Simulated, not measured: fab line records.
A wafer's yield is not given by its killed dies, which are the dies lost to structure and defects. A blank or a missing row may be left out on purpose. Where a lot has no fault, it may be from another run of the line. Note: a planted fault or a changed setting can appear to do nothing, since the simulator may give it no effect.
fab line records || flow nand_harc
record: {"lots": 4, "wafers": 12, "last_day": 32}
route steps=1302 shown A_SGD_CUT@912 A_SLIT@922 A_SIN_REMOVE@947 A_WL_FILL@952 END@1302
lots untouched by any fault: they come from a run of this same line in which no faults occurred
start_h: start of the lot's first displayed wafer, in hours after the record's first day || wait_h: hours elapsed since this lot's preceding step || " same as the row above || L1.1+2: a row that stands for several wafers || - no value, or no start given || * or withheld: withheld || < > ~ a bound
route shown NAME@n: a module of which the file shows steps, and the number in the route of the first || usual: the fault-free wafers' mean and standard deviation || same: alike in all rows || chamber/n: place in a boat || sites: the reading at each site || _std_site: their standard deviation || _edge_site: mean of outer sites minus mean of inner sites || radius_mm: how far each site lies from the wafer's centre || mask NAME#n: copy n || behind: the most recent tool/chamber to have shaped the wafer || hold: why the lot was held/for how many hours/how that ended || device: whichever transistor did not switch (one of n, p or np) || end of line: tests run on the same wafers once the route is complete || a step given without rows: its recipe and nothing more || killed: at the first sort, the dies lost to defects and structure; wafer yield is something else || map: per-die view of a wafer (x killed, . not killed, _ where there is no die)
set.NAME: the setting the step ran with; set.NAME@STEP: the setting that earlier step ran with || model.NAME: the simulator's own value behind a step, which no gauge read
a table for each step, a row for each wafer; lots at some steps of the route
services: from which hour (start_h, from the record's first day; less than 0 if before it) a tool's chamber was out of use, for how many hours, and why
== steps ==
step: NHARC_A_SGD_CUT_SRD_19
step: NHARC_A_SGD_CUT_DEP_20
recipe: {"target_thk_a": 1500, "temp_c": 65, "material": "SiO2"}
step: NHARC_A_SGD_CUT_ANNEAL_27
recipe: {"temp_c": 450, "time_s": 1800}
step: NHARC_A_SGD_CUT_CMP_21
recipe: {"target_thk_nm": 148.19}
step: NHARC_A_SGD_CUT_SRD_23
step: NHARC_A_SGD_CUT_ETCH_26
recipe: {"target_depth_a": 458, "chemistry": "dHF", "material": "SiO2"}
step: NHARC_A_SGD_CUT_ETCHBACK_24
recipe: {"target_depth_a": 500, "over_etch_frac": 0.3, "time_s": 92.857, "ion_energy_ev": 120, "ch3f_flow_sccm": 50, "o2_flow_sccm": 30, "ar_flow_sccm": 200, "rf_w": 500, "bias_w": 100, "chemistry": "CH3F/O2"}
step: NHARC_A_SGD_CUT_STRIP_28
recipe: {"time_s": 20, "o2_flow_sccm": 500, "ar_flow_sccm": 0, "bias_w": 0, "chemistry": "O2"}
step: NHARC_A_SLIT_DEP_25
recipe: {"target_thk_a": 2000, "temp_c": 400, "pressure_torr": 6.5, "rf_w": 900, "teos_flow_sccm": 161.4, "flow_sccm": 2650, "target_thk_nm": 200, "gas": "O2", "material": "SiO2"}
step: NHARC_A_SLIT_DEP_00
recipe: {"target_thk_a": 62000, "temp_c": 400, "material": "aC"}
step: NHARC_A_SLIT_DEP_23
recipe: {"target_thk_a": 1000, "target_thk_nm": 100, "temp_c": 400, "pressure_torr": 3.5, "flow_sccm": 200, "rf_w": 350, "material": "SiON"}
usual: {"heater_power_w": "800/97", "rf_fwd_power_W": "348.5/1.1", "showerhead_vpp_V": "1143/37"}
{"lot.wafer": "L632.3", "tool": "pecvd-01", "chamber": 0, "start_h": 469.24, "wait_h": 1.9, "heater_power_w": 661, "rf_fwd_power_W": 347.3, "showerhead_vpp_V": 1188, "since_wet_clean_h": 145}
{"lot.wafer": "L632.2", "tool": "pecvd-01", "chamber": 2, "start_h": 469.24, "wait_h": 1.9, "heater_power_w": 896, "rf_fwd_power_W": 348.4, "showerhead_vpp_V": 1096, "since_wet_clean_h": 145}
{"lot.wafer": "L632.6", "tool": "pecvd-01", "chamber": 0, "start_h": 469.24, "wait_h": 1.9, "heater_power_w": 652, "rf_fwd_power_W": 347.9, "showerhead_vpp_V": 1178, "since_wet_clean_h": "-"}
{"lot.wafer": "L648.3", "tool": "pecvd-01", "chamber": 2, "start_h": 630.68, "wait_h": 2.3, "heater_power_w": 861, "rf_fwd_power_W": 348.8, "showerhead_vpp_V": 1110, "since_wet_clean_h": 125}
{"lot.wafer": "L648.1", "tool": "pecvd-01", "chamber": 1, "start_h": 630.68, "wait_h": 2.3, "heater_power_w": 814, "rf_fwd_power_W": 348.7, "showerhead_vpp_V": 1136, "since_wet_clean_h": 126}
{"lot.wafer": "L648.5", "tool": "pecvd-01", "chamber": 1, "start_h": 630.68, "wait_h": 2.3, "heater_power_w": 803, "rf_fwd_power_W": 349.3, "showerhead_vpp_V": 1133, "since_wet_clean_h": "-"}
{"lot.wafer": "L649.3", "tool": "pecvd-01", "chamber": 1, "start_h": 631.36, "wait_h": 2.3, "heater_power_w": 798, "rf_fwd_power_W": 347.4, "showerhead_vpp_V": 1147, "since_wet_clean_h": 126}
{"lot.wafer": "L649.4", "tool": "pecvd-01", "chamber": 1, "start_h": 631.36, "wait_h": 2.3, "heater_power_w": 803, "rf_fwd_power_W": 346.9, "showerhead_vpp_V": 1132, "since_wet_clean_h": "-"}
{"lot.wafer": "L649.6", "tool": "pecvd-01", "chamber": 2, "start_h": 631.36, "wait_h": 2.3, "heater_power_w": 822, "rf_fwd_power_W": 348.1, "showerhead_vpp_V": 1083, "since_wet_clean_h": "-"}
{"lot.wafer": "L653.2", "tool": "pecvd-04", "chamber": 0, "start_h": 657.48, "wait_h": 2.6, "heater_power_w": 926, "rf_fwd_power_W": 350.8, "showerhead_vpp_V": 1126, "since_wet_clean_h": 13}
{"lot.wafer": "L653.4", "tool": "pecvd-04", "chamber": 1, "start_h": 657.48, "wait_h": 2.6, "heater_power_w": 755, "rf_fwd_power_W": 346.7, "showerhead_vpp_V": 1187, "since_wet_clean_h": "-"}
{"lot.wafer": "L653.6", "tool": "pecvd-04", "chamber": 2, "start_h": 657.48, "wait_h": 2.6, "heater_power_w": 657, "rf_fwd_power_W": 348.9, "showerhead_vpp_V": 1154, "since_wet_clean_h": "-"}
step: NHARC_A_SLIT_DEHYDRATE_01
recipe: {"temp_c": 150, "time_s": 120}
step: NHARC_A_SLIT_HMDS_02
recipe: {"time_s": 30}
step: NHARC_A_SLIT_COAT_03
recipe: {"spin_rpm": 1500, "resist_thk_nm": 90}
step: NHARC_A_SLIT_SOFTBAKE_04
recipe: {"temp_c": 105, "time_s": 55}
step: NHARC_A_SLIT_EBR_05
step: NHARC_A_SLIT_EXPOSE_06
recipe: {"na": 1.35, "dose_mj": 60.82, "mask_id": "SLIT"}
step: NHARC_A_SLIT_PEB_07
recipe: {"peb_temp_c": 100, "peb_time_s": 65}
step: NHARC_A_SLIT_DEVELOP_08
recipe: {"develop_time_s": 35, "dev_temp_c": 23}
step: NHARC_A_SLIT_INSPECT_11
usual: {"raw_defect_count": "58/31"}
{"lot.wafer": "L632.2", "tool": "defect_inspect-02", "chamber": "-", "start_h": 470.04, "wait_h": 0.0, "raw_defect_count": 121}
{"lot.wafer": "L632.3", "tool": "defect_inspect-02", "chamber": "-", "start_h": 470.04, "wait_h": 0.0, "raw_defect_count": 129}
{"lot.wafer": "L632.6", "tool": "defect_inspect-02", "chamber": "-", "start_h": 470.04, "wait_h": 0.0, "raw_defect_count": 117}
{"lot.wafer": "L648.1", "tool": "defect_inspect-01", "chamber": "-", "start_h": 631.49, "wait_h": 0.0, "raw_defect_count": 31}
{"lot.wafer": "L648.3", "tool": "defect_inspect-01", "chamber": "-", "start_h": 631.49, "wait_h": 0.0, "raw_defect_count": 254}
{"lot.wafer": "L648.5", "tool": "defect_inspect-01", "chamber": "-", "start_h": 631.49, "wait_h": 0.0, "raw_defect_count": 35}
{"lot.wafer": "L649.3", "tool": "defect_inspect-01", "chamber": "-", "start_h": 632.17, "wait_h": 0.0, "raw_defect_count": 105}
{"lot.wafer": "L649.4", "tool": "defect_inspect-01", "chamber": "-", "start_h": 632.17, "wait_h": 0.0, "raw_defect_count": 96}
{"lot.wafer": "L649.6", "tool": "defect_inspect-01", "chamber": "-", "start_h": 632.17, "wait_h": 0.0, "raw_defect_count": 338}
{"lot.wafer": "L653.2", "tool": "defect_inspect-02", "chamber": "-", "start_h": 658.09, "wait_h": 0.0, "raw_defect_count": 95}
{"lot.wafer": "L653.4", "tool": "defect_inspect-02", "chamber": "-", "start_h": 658.09, "wait_h": 0.0, "raw_defect_count": 99}
{"lot.wafer": "L653.6", "tool": "defect_inspect-02", "chamber": "-", "start_h": 658.09, "wait_h": 0.0, "raw_defect_count": 90}
step: NHARC_A_SLIT_DESCUM_14
recipe: {"time_s": 3, "o2_flow_sccm": 200, "ar_flow_sccm": 0, "bias_power_w": 0, "chemistry": "O2"}
step: NHARC_A_SLIT_ETCH_24
recipe: {"target_depth_a": 1210, "time_s": 60.5, "cf4_flow_sccm": 100, "chf3_flow_sccm": 30, "ar_flow_sccm": 0, "rf_w": 500, "bias_w": 200, "chemistry": "CF4/CHF3"}
step: NHARC_A_SLIT_ETCH_15
recipe: {"target_depth_a": 62000, "over_etch_frac": 0.3, "time_s": 1612, "ion_energy_ev": 150, "o2_flow_sccm": 400, "cos_flow_sccm": 20, "ar_flow_sccm": 0, "rf_w": 500, "bias_w": 300, "chemistry": "O2/COS"}
step: NHARC_A_SLIT_ETCH_17
recipe: {"bias_v": 900, "source_w": "withheld", "pressure_mtorr": 20, "ar_flow_sccm": 375, "c4f8_flow_sccm": 83.3, "o2_flow_sccm": 41.7, "time_s": 4254.5, "target_depth_a": 2.03e+05, "chemistry": "C4F8/O2/Ar"}
step: NHARC_A_SLIT_ETCH_26
recipe: {"bias_v": 400, "source_w": 2000, "pressure_mtorr": 25, "time_s": 90, "ar_flow_sccm": 375, "c4f8_flow_sccm": 41.7, "o2_flow_sccm": 83.3, "target_depth_a": 4000, "chemistry": "C4F8/O2/Ar"}
step: NHARC_A_SLIT_STRIP_28
recipe: {"o2_flow_sccm": 400, "cos_flow_sccm": 20, "ar_flow_sccm": 0, "bias_w": 0, "chemistry": "O2/COS"}
step: NHARC_A_SLIT_ETCH_29
recipe: {"target_depth_a": 1000, "overetch_a": 100, "time_s": 55, "ion_energy_ev": 100, "cf4_flow_sccm": 80, "o2_flow_sccm": 20, "ar_flow_sccm": 0, "rf_w": 300, "bias_w": 100, "chemistry": "CF4/O2"}
step: NHARC_A_SLIT_STRIP_18
recipe: {"o2_flow_sccm": 500, "ar_flow_sccm": 0, "bias_w": 0, "chemistry": "O2"}
step: NHARC_A_SLIT_PRECLEAN_19
recipe: {"time_s": "*", "temp_c": 50, "bath_age_min": 0, "chemistry": "SC1"}
step: NHARC_A_SLIT_SRD_20
step: NHARC_A_SIN_REMOVE_WET_00
recipe: {"temp_c": 160, "time_s": 15300, "chemistry": "H3PO4"}
step: NHARC_A_SIN_REMOVE_PRECLEAN_01
recipe: {"time_s": "*", "temp_c": 50, "bath_age_min": 0, "chemistry": "SC1"}
step: NHARC_A_SIN_REMOVE_SRD_02
step: NHARC_A_SIN_REMOVE_INSPECT_04
usual: {"raw_defect_count": "402/93"}
{"lot.wafer": "L632.2", "tool": "defect_inspect-01", "chamber": "-", "start_h": 483.00, "wait_h": 0.0, "raw_defect_count": 449}
{"lot.wafer": "L632.3", "tool": "defect_inspect-01", "chamber": "-", "start_h": 483.00, "wait_h": 0.0, "raw_defect_count": 390}
{"lot.wafer": "L632.6", "tool": "defect_inspect-01", "chamber": "-", "start_h": 483.00, "wait_h": 0.0, "raw_defect_count": 447}
{"lot.wafer": "L648.1", "tool": "defect_inspect-02", "chamber": "-", "start_h": 644.56, "wait_h": 0.0, "raw_defect_count": 378}
{"lot.wafer": "L648.3", "tool": "defect_inspect-02", "chamber": "-", "start_h": 644.56, "wait_h": 0.0, "raw_defect_count": 759}
{"lot.wafer": "L648.5", "tool": "defect_inspect-02", "chamber": "-", "start_h": 644.56, "wait_h": 0.0, "raw_defect_count": 401}
{"lot.wafer": "L649.3", "tool": "defect_inspect-01", "chamber": "-", "start_h": 644.58, "wait_h": 0.1, "raw_defect_count": 391}
{"lot.wafer": "L649.4", "tool": "defect_inspect-01", "chamber": "-", "start_h": 644.58, "wait_h": 0.1, "raw_defect_count": 274}
{"lot.wafer": "L649.6", "tool": "defect_inspect-01", "chamber": "-", "start_h": 644.58, "wait_h": 0.1, "raw_defect_count": 629}
{"lot.wafer": "L653.2", "tool": "defect_inspect-01", "chamber": "-", "start_h": 671.23, "wait_h": 0.0, "raw_defect_count": 416}
{"lot.wafer": "L653.4", "tool": "defect_inspect-01", "chamber": "-", "start_h": 671.23, "wait_h": 0.0, "raw_defect_count": 363}
{"lot.wafer": "L653.6", "tool": "defect_inspect-01", "chamber": "-", "start_h": 671.23, "wait_h": 0.0, "raw_defect_count": 309}
step: NHARC_A_WL_FILL_ALD_00
recipe: {"target_thk_a": 30, "pulse_time_s": 3, "ald_cycles": 30, "temp_c": 300, "material": "Al2O3"}
step: NHARC_END_SORT_01
recipe: {"temp_c": 25}
usual: {"killed_at_array": "56/19", "killed_at_other": "0.6/1", "killed_at_periphery": "3.9/2.7", "killed_dies": "61/19", "killed_open": "3.3/1.9", "killed_short": "2.4/1.7"}
same: {"gross_dies": 677}
{"lot.wafer": "L648.3", "tool": "prober-01", "chamber": 0, "start_h": 744.52, "wait_h": 3.1, "killed_at_array": 116, "killed_at_other": 0, "killed_at_periphery": 1, "killed_dies": 117, "killed_open": 1, "killed_short": 1}
{"lot.wafer": "L649.6", "tool": "prober-02", "chamber": 0, "start_h": 746.94, "wait_h": 4.0, "killed_at_array": 122, "killed_at_other": 0, "killed_at_periphery": 3, "killed_dies": 125, "killed_open": 6, "killed_short": 2}
killed by level:class
L648.3 A_SLIT:unspecified=67 A_SLIT:chamber_film_flake=28 A_CHANNEL_HOLE_D1:chamber_film_flake=9 A_SGD_CUT:chamber_film_flake=6 A_CONTACT:chamber_film_flake=3 P_CONTACT:geometric_particle:open=1 A_CHANNEL_FILL_D2:geometric_particle:short=1 A_STAIRCASE:chamber_film_flake=1
L649.6 A_SLIT:unspecified=61 A_CHANNEL_HOLE_D1:chamber_film_flake=26 A_CHANNEL_HOLE_D2:chamber_film_flake=19 A_CONTACT:chamber_film_flake=4 A_SLIT:chamber_film_flake=3 P_GATE:geometric_particle:open=2 A_M0:geometric_particle:open=2 A_STAIRCASE:chamber_film_flake=2
map L648.3 (x killed, . not)
____________.____________
_________......._________
_______..........._______
______.............______
_____..............._____
____.................____
____.....x...........____
___......x............___
___....x..............___
__.....................__
__..x.....x............__
_.......x..............._
_......xxxxx............_
_.....xxxxxx............_
_.....xxxxxx.x.........._
_.....xxxxxxx..........._
.....x.xxxxxxxx..........
....x.xxxxxxxx...........
......xxxxxxxx...........
.....x.xxxxxxx...........
.....xxxxxxxx............
_....x..xxxx............_
_......xxxxxxx...x......_
_........xxx.xx........._
_........xxxxx.........._
_......x..xxxxx........._
__........xxxx.........__
__.....xxx.xx.x........__
___.............x.....___
___...x.........x.....___
____.................____
____.................____
_____..............._____
______.............______
_______....x......_______
_________....x.._________
____________.____________
map L649.6 (x killed, . not)
____________.____________
_________......._________
_______..........x_______
______..........xxx______
_____..........x.x.._____
____..............xx.____
____............xxxxx____
___.............x.....___
___.....x........x.x.x___
__..............x.x.x..__
__.....x...............__
_.....x..x..........x..._
_...x..xx..........x..x._
_......xxx.............._
_.....xxxxxx............_
_......xxxxxx..........._
xxxxxxxxxxxxx............
..xxx.xxxxxxxx...........
xxxxxxxxxxxx.x...........
..x.xxxxxxxx.x...........
x..xx.xxxxxx.............
_..xxxxxxx..x..........._
_..x.....xxx...x.....x.._
_x......................_
_..x...................._
_......................._
__..x..................__
__.................x...__
___...................___
___x.x................___
____.x...............____
____.................____
_____..............._____
______x............______
_______...x....x.._______
_________......._________
____________.____________
== services ==
{"tool": "pecvd-04", "chamber": "-", "start_h": 450.04, "hours": 13.0, "kind": "pm"}
{"tool": "pecvd-04", "chamber": 0, "start_h": 450.04, "hours": 13.0, "kind": "vent_cycle"}
{"tool": "pecvd-04", "chamber": 1, "start_h": 450.04, "hours": 13.0, "kind": "vent_cycle"}
{"tool": "pecvd-04", "chamber": 2, "start_h": 450.04, "hours": 13.0, "kind": "vent_cycle"}
{"tool": "pecvd-04", "chamber": 0, "start_h": 463.04, "hours": "-", "kind": "clean"}
{"tool": "pecvd-04", "chamber": 1, "start_h": 463.04, "hours": "-", "kind": "clean"}
{"tool": "pecvd-04", "chamber": 2, "start_h": 463.04, "hours": "-", "kind": "clean"}
{"tool": "pecvd-01", "chamber": "-", "start_h": 491.97, "hours": 0.3, "kind": "repair"}
{"tool": "pecvd-01", "chamber": 0, "start_h": 505.25, "hours": "-", "kind": "clean"}
{"tool": "pecvd-01", "chamber": 1, "start_h": 505.25, "hours": "-", "kind": "clean"}
{"tool": "pecvd-01", "chamber": 2, "start_h": 505.25, "hours": "-", "kind": "clean"}
{"tool": "pecvd-01", "chamber": 0, "start_h": 580.86, "hours": 3.9, "kind": "repair"}
{"tool": "pecvd-01", "chamber": 2, "start_h": 597.73, "hours": 6.6, "kind": "repair"}
{"tool": "pecvd-04", "chamber": "-", "start_h": 631.04, "hours": 13.0, "kind": "pm"}
{"tool": "pecvd-04", "chamber": 0, "start_h": 631.04, "hours": 13.0, "kind": "vent_cycle"}
{"tool": "pecvd-04", "chamber": 1, "start_h": 631.04, "hours": 13.0, "kind": "vent_cycle"}
{"tool": "pecvd-04", "chamber": 2, "start_h": 631.04, "hours": 13.0, "kind": "vent_cycle"}
{"tool": "pecvd-04", "chamber": 0, "start_h": 644.04, "hours": "-", "kind": "clean"}
{"tool": "pecvd-04", "chamber": 1, "start_h": 644.04, "hours": "-", "kind": "clean"}
{"tool": "pecvd-04", "chamber": 2, "start_h": 644.04, "hours": "-", "kind": "clean"}
== key ==
first_sign: {"step": "NHARC_A_SLIT_INSPECT_11", "reading": "raw_defect_count", "direction": "up", "sigmas": 7.7, "usual": 58, "struck": 296}
effect: {"step": "NHARC_A_SIN_REMOVE_INSPECT_04", "reading": "raw_defect_count", "direction": "up", "sigmas": 3.1, "usual": 402, "struck": 694}
effect: {"step": "NHARC_END_SORT_01", "reading": "killed_at_array", "direction": "up", "sigmas": 3.3, "usual": 56, "struck": 119}
more_kills_born_at: {"NHARC_A_SLIT_DEP_23@pecvd-01": 128}
met_at NHARC_A_SLIT_DEP_23
struck_wafers L648.3,L649.6
tester_left_out L648,L649
onset_between 469.24 630.68
fault: {"kind": "chamber_particle_source", "tool": "pecvd-01", "chamber": 2, "onset_h": 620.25, "steps": "NHARC_A_SLIT_DEP_23", "rate_per_visit_cm2": 0.39135, "end_h": 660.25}
tester_left_out: of these lots the tester's yield and bins aren't shown, on N5 and GAA mostly nor the transistor test; their killed dies are dies lost to structure and defects alone, not to doping, threshold or leakage, so they don't give the yield
